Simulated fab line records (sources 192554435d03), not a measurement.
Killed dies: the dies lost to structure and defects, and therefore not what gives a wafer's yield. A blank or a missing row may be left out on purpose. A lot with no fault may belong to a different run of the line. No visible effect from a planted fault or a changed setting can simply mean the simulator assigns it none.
A lot that was struck, set against a sound lot / flow n5Finfet / 18 out of 1938 route steps
Sound: these wafers, L191.1, L191.3, L191.6. The struck wafers were L204.1, L204.4, L204.6. Last of all comes the cause.
Each step with rows lists, per side, the tool, then ch with its chambers, then its first start. Under that, the readings that differ: sound wafers / struck wafers / difference of the means / sigmas: that difference in standard deviations of wafers without a fault.
alike: readings whose means differ by less than 2 such deviations, and words and numbers that are the same on both sides. not compared: withheld readings, readings that some wafer has no value for, bounds like >300 that may hide the same value, and numbers for which the record gives no deviation and whose values overlap.
A row with sigmas, a row that says differs or no value, or rows on one side alone: a step with any of these is where the two part. Numbers that have no deviation but don't overlap get no sigmas and don't part them. A reading that every wafer of one side lacks parts them only if that side has two wafers or more.

first, 1 step without rows for these wafers: N5_ZERO_LAYER_SRD_01 (time 30 s, dry time 30 s).
N5_ZERO_LAYER_PECVD_02: deposits SiO2 from SiH4/N2O, target thk 10 nm, time 6 s.
  sound on pecvd-01 ch 0,1,2, day 3 06:17; struck on pecvd-01 ch 0,1,2, day 6 12:17
  alike: heaterPowerW, showerheadPlenumPTorr
then, 8 steps without rows for these wafers: N5_ZERO_LAYER_HMDS_04 (time 60 s); N5_ZERO_LAYER_COAT_05 (resist thk 1000 nm); N5_ZERO_LAYER_EBR_07; N5_ZERO_LAYER_SOFTBAKE_06 (time 90 s); N5_ZERO_LAYER_EXPOSE_08 (exposes mask ZERO, defocus 0 nm, target cd 2000 nm); N5_ZERO_LAYER_PEB_09; N5_ZERO_LAYER_DEVELOP_10 (develop time 60 s); N5_ZERO_LAYER_HARDBAKE_23 (time 120 s).
N5_ZERO_LAYER_CD_MEAS_11: target cd 2000 nm.
  sound on cdSem-01 ch 0, day 3 06:38; struck on cdSem-02 ch 0, day 6 12:46
reading=cdNm (nm); sound=2003.4 2002.0 2001.2; struck=1997.7 1996.4 1998.6; difference=-4.6; sigmas=-2
N5_ZERO_LAYER_DESCUM_16: chemistry O2, time 7.9 s.
  sound on rieDiel-02 ch 0,1, day 3 06:41; struck on rieDiel-02 ch 1,2,3, day 6 12:48
  alike: biasPowerW, drypumpMotorCurrentA, oesProductAu, rfVppV, showerheadPlenumPTorr, throttleValvePct
  not compared: rfHoursCounterH
N5_ZERO_LAYER_ETCH_17: etches SiO2 in CF4, target depth 12 nm, time 13.3 s.
  sound on rieDiel-02 ch 0,1, day 3 06:43; struck on rieDiel-02 ch 1,2,3, day 6 12:50
  no value came back on the struck wafers for any of 8 readings (biasW (W), cf4FlowSccm (sccm) and others); on the sound wafers biasW (W) reads 214.5 215.0 215.0
reading=model.coat_of_ZERO_LAYER_COAT_05.thkNm (nm); sound=967.7 967.1 968.4; struck=983.7 983.7 979.4; difference=+14.5; sigmas=
  not compared: rfHoursCounterH
N5_ZERO_LAYER_ETCH_18: etches Si in HBr/Cl2, target depth 120 nm, time 40 s.
  sound on rieSi-06 ch 0,3, day 3 06:47; struck on rieSi-02 ch 1,2, day 6 12:55
reading=model.coat_of_ZERO_LAYER_COAT_05.thkNm (nm); sound=928.3 927 928.8; struck=943.6 944.2 939.7; difference=+14.5; sigmas=
  alike: HBr_flow_sccm, biasW, drypumpMotorCurrentA, oesProductAu, throttleValvePct
  not compared: rfHoursCounterH
N5_ZERO_LAYER_STRIP_24: strips in O2.
  sound on plasmaAsher-01 ch 0,1, day 3 06:53; struck on plasmaAsher-01 ch 0,1, day 6 13:01
reading=stripTimeToEndpointS (s); sound=43.77 43.74 43.82; struck=44.24 44.23 44.12; difference=+0.42; sigmas=+5
  alike: drypumpMotorCurrentA, heaterPowerW, oesProductAu
  not compared: rfHoursCounterH
then, 1 step without rows for these wafers: N5_ZERO_LAYER_STRIP_19 (strips in SPM, time 900 s).
N5_BEOL_M4_RC_MEAS_101:
  the record has rows for the sound wafers here (prober-02 ch 0, day 10 09:14) and none for the struck ones
-- record jumps: 11 days separate the struck wafers' starts on either side; left off in module BEOL_M4, taken up again in module PASSIVATION, whose first shown step is the route's number 1936 --
N5_PASSIVATION_PROBE_49:
  struck on prober-02, day 17 13:56; sound on prober-02, day 14 20:57
reading=defectLimitedYield (%); sound=89.6 91.5 90.5; struck=0 0 0; difference=-91; sigmas=-60
reading=killedAtContacts; sound=12 7 7; struck=29 28 21; difference=+17; sigmas=+3
reading=killedAtFrontEnd; sound=44 37 50; struck=1106 1104 1104; difference=+1061; sigmas=+88
reading=killedDies; sound=123 100 112; struck=1180 1180 1180; difference=+1068; sigmas=+59
reading=killedOnRim; sound=18 14 15; struck=152 152 152; difference=+136; sigmas=+36
reading=sort_bin_5_function (%); sound=6.0 4.8 5.2; struck=95.4 95.1 94.9; difference=+89.8; sigmas=+95
reading=sortNPass; sound=1057 1080 1068; struck=0 0 0; difference=-1068; sigmas=-59
reading=sortYieldPct (%); sound=89.6 91.5 90.5; struck=0 0 0; difference=-91; sigmas=-60
  alike: killed_at_M0_to_M3, killed_at_M4_up, killedAtOther, killedOpen, killedShort, sort_bin_6_memory

## WHERE THEY PART
Last at N5_PASSIVATION_PROBE_49 as far as this record goes, first at N5_ZERO_LAYER_CD_MEAS_11.

WHY: whatever the simulator had introduced
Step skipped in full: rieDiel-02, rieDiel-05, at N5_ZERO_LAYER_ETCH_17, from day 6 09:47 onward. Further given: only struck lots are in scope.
